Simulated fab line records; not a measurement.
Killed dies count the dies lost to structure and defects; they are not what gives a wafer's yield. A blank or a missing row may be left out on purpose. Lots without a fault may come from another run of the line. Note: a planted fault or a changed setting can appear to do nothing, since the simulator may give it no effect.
Which tool is to blame?    flow nand-harc    14 lots with 42 wafers sampled at 4 steps, on a route of 1302 steps

WHAT THE GAUGES SHOWED, per wafer
NHARC_A_CHANNEL_HOLE_D2_CD_MEAS_18.
lot   measured      on         cd-nm (nm)
L301  day 14 00:41  cd-sem-03  99.9 100.0 96.1
L300  day 14 02:29  cd-sem-01  100.5 102.0 99.9
L302  day 14 13:49  cd-sem-03  97.2 96.4 100.0
L303  day 14 15:38  cd-sem-02  97.4 99.3 99.8
L305  day 15 02:52  cd-sem-01  103.9 100.4 105.0
L304  day 15 18:07  cd-sem-03  98.1 97.3 96.4
L308  day 16 10:47  cd-sem-02  101.9 102.1 103.8
L310  day 17 11:55  cd-sem-03  95.7 96.4 98.5
L311  day 18 02:24  cd-sem-01  97.2 103.0 101.7
L312  day 18 19:02  cd-sem-03  96.5 97.5 100.2
L317  day 20 07:43  cd-sem-02  104.0 103.3 101.5
L319  day 20 17:25  cd-sem-03  100.0 97.1 99.7
L323  day 23 01:10  cd-sem-03  102.9 101.8 104.7
L322  day 23 01:34  cd-sem-03  103.6 102.8 99.0

NHARC_A_CHANNEL_HOLE_D2_CD_MEAS_31.
lot   measured      on         cd-nm (nm)
L301  day 14 09:43  cd-sem-02  91.8 88.9 90.6
L300  day 14 12:46  cd-sem-03  91.8 91.6 91.2
L302  day 14 21:02  cd-sem-03  92.7 90.2 91.5
L303  day 15 01:13  cd-sem-01  90.8 89.3 91.5
L305  day 15 09:32  cd-sem-02  90.9 90.9 90.5
L304  day 16 00:14  cd-sem-03  88.6 88.7 87.7
L308  day 16 16:22  cd-sem-03  90.3 90.7 89.5
L310  day 17 20:52  cd-sem-01  90.8 89.3 90.9
L311  day 18 08:01  cd-sem-03  89.5 89.6 89.5
L312  day 19 00:37  cd-sem-01  91.5 90.5 91.6
L317  day 20 14:17  cd-sem-01  89.5 87.9 90.2
L319  day 20 23:02  cd-sem-02  89.5 88.6 91.9
L323  day 23 06:46  cd-sem-03  89.6 91.1 88.4
L322  day 23 07:10  cd-sem-02  90.6 89.8 87.3

WHAT TOOL EACH LOT RAN ON (gives the tool, then ch and the chambers of the sampled wafers, and finally the start)
lot   NHARC_A_CHANNEL_HOLE_D2_ETCH_38     NHARC_A_CHANNEL_HOLE_D2_ETCH_26
L301  rie-diel-03 ch 1,2, day 13 23:40    har-etch-02 ch 0,1, day 14 07:59
L300  rie-diel-02 ch 0,2,3, day 14 01:28  har-etch-01 ch 0,1, day 14 11:02
L302  rie-diel-03 ch 1,2,3, day 14 12:47  har-etch-01 ch 0, day 14 19:17
L303  rie-diel-02 ch 1,2,3, day 14 14:38  har-etch-01 ch 0,1, day 14 23:28
L305  rie-diel-02 ch 1,2, day 15 01:50    har-etch-01 ch 0,1, day 15 07:50
L304  rie-diel-11 ch 1,2,3, day 15 17:06  har-etch-02 ch 1, day 15 22:29
L308  rie-diel-02 ch 1,2,3, day 16 09:46  har-etch-02 ch 1, day 16 14:40
L310  rie-diel-03 ch 0,1,2, day 17 10:54  har-etch-02 ch 0,1, day 17 18:58
L311  rie-diel-11 ch 2,3, day 18 01:13    har-etch-02 ch 0,1, day 18 06:18
L312  rie-diel-03 ch 0,1,3, day 18 18:01  har-etch-01 ch 0,1, day 18 22:55
L317  rie-diel-11 ch 0,2,3, day 20 06:43  har-etch-02 ch 0,1, day 20 12:32
L319  rie-diel-03 ch 0,1, day 20 16:24    har-etch-02 ch 0,1, day 20 21:16
L323  rie-diel-02 ch 0,3, day 23 00:10    har-etch-01 ch 0,1, day 23 05:02
L322  rie-diel-11 ch 0,1,3, day 23 00:33  har-etch-02 ch 0,1, day 23 05:25
- NHARC_A_CHANNEL_HOLE_D2_ETCH_38: etches the open film in CF4, target depth 39 nm, time 65 s.
- NHARC_A_CHANNEL_HOLE_D2_ETCH_26: etches the open film in C4F8/O2/Ar, time 224.1 s, target depth 300 nm.

AS READ BY THE TOOLS THEMSELVES (means over the sampled wafers that have a number; for cases with no such wafer, the mark the record gives instead)
NHARC_A_CHANNEL_HOLE_D2_ETCH_38.
lot   tool         bias-w (W)  cf4-flow-sccm (sccm)  drypump-motor-current-A (A)  oes-product-au (a.u.)  rf-vpp-V (V)  showerhead-plenum-p-Torr (Torr)  throttle-valve-pct (%)
L301  rie-diel-03  100.0       149.9                 5.5                          0.995                  150.0         1.74                             13.279
L300  rie-diel-02  99.8        150.2                 5.9                          0.993                  151.6         1.79                             13.276
L302  rie-diel-03  100.4       150.4                 5.9                          1.004                  149.4         1.73                             13.295
L303  rie-diel-02  99.8        150.2                 6.1                          0.986                  151.6         1.79                             13.289
L305  rie-diel-02  99.7        149.3                 6.0                          0.995                  151.7         1.79                             13.285
L304  rie-diel-11  100.1       149.9                 5.4                          1.002                  151.8         1.75                             13.279
L308  rie-diel-02  100.0       150.1                 6.1                          0.994                  151.9         1.79                             13.277
L310  rie-diel-03  100.3       149.8                 6.0                          0.995                  151.5         1.75                             13.286
L311  rie-diel-11  100.0       149.9                 5.4                          0.995                  150.4         1.73                             13.285
L312  rie-diel-03  99.9        149.7                 6.4                          1.002                  151.3         1.74                             13.275
L317  rie-diel-11  100.1       150.3                 5.4                          0.996                  151.2         1.72                             13.285
L319  rie-diel-03  100.1       149.8                 6.6                          0.990                  151.0         1.76                             13.287
L323  rie-diel-02  100.0       150.0                 5.7                          1.001                  151.5         1.80                             13.292
L322  rie-diel-11  100.1       150.5                 5.4                          0.992                  151.2         1.73                             13.267

NHARC_A_CHANNEL_HOLE_D2_ETCH_26.
lot   tool         bias-v (V)  c4f8-flow-sccm (sccm)  drypump-motor-current-A (A)  oes-air-line-au (a.u.)  showerhead-plenum-p-Torr (Torr)  throttle-valve-pct (%)
L301  har-etch-02  303         11.40                  5.6                          0.999                   3.67                             24.584
L300  har-etch-01  302         11.41                  5.9                          1.013                   3.73                             24.580
L302  har-etch-01  296         11.39                  5.7                          0.981                   3.73                             24.590
L303  har-etch-01  298         11.41                  6.1                          0.993                   3.73                             24.578
L305  har-etch-01  298         11.37                  5.9                          0.980                   3.72                             24.580
L304  har-etch-02  300         11.46                  5.4                          0.977                   3.77                             24.576
L308  har-etch-02  296         11.42                  5.4                          0.985                   3.76                             24.592
L310  har-etch-02  299         11.38                  5.5                          1.020                   3.84                             24.581
L311  har-etch-02  298         11.43                  5.6                          0.994                   3.91                             24.575
L312  har-etch-01  298         11.40                  6.1                          0.985                   3.70                             24.576
L317  har-etch-02  -           -                      -                            -                       -                                -
L319  har-etch-02  -           -                      -                            -                       -                                -
L323  har-etch-01  298         11.41                  5.9                          1.008                   3.66                             24.587
L322  har-etch-02  298         11.41                  5.5                          0.985                   3.79                             24.588

THE ANSWER, worked out from the rows above alone
Rule: usual is defined by the lots themselves. Put in order of their means at a reading, lots are off if they are a third of the lots or fewer, leave a main group of 4 or more, and stand apart from it by a gap of 3 or more times the standard deviation of the main group's means; of several such gaps the widest counts. A main group whose means are all the same, to the digits that the tables above print for the reading, isn't used. A lot without any number at a reading at which 4 lots or more have one is off too. Where the step has rows for the other lots, those lots are counted as sound. First the gauges in route order, then the tools' own readings, where a lot's mean is used as printed above. At the first step where some lot is off, the reading lying furthest off is the one used; lots without a number count as furthest.
Off: L317, L319, at NHARC_A_CHANNEL_HOLE_D2_ETCH_26 (bias-v). Without a number there: L317, L319. The main group: mean 299 V, standard deviation 2.
A tool fits if, at that step or a process step before it, it ran every lot that is off, and no sound lot after the first of them. Not one of the candidates tried fits.

WHAT THE SIMULATOR PUT IN
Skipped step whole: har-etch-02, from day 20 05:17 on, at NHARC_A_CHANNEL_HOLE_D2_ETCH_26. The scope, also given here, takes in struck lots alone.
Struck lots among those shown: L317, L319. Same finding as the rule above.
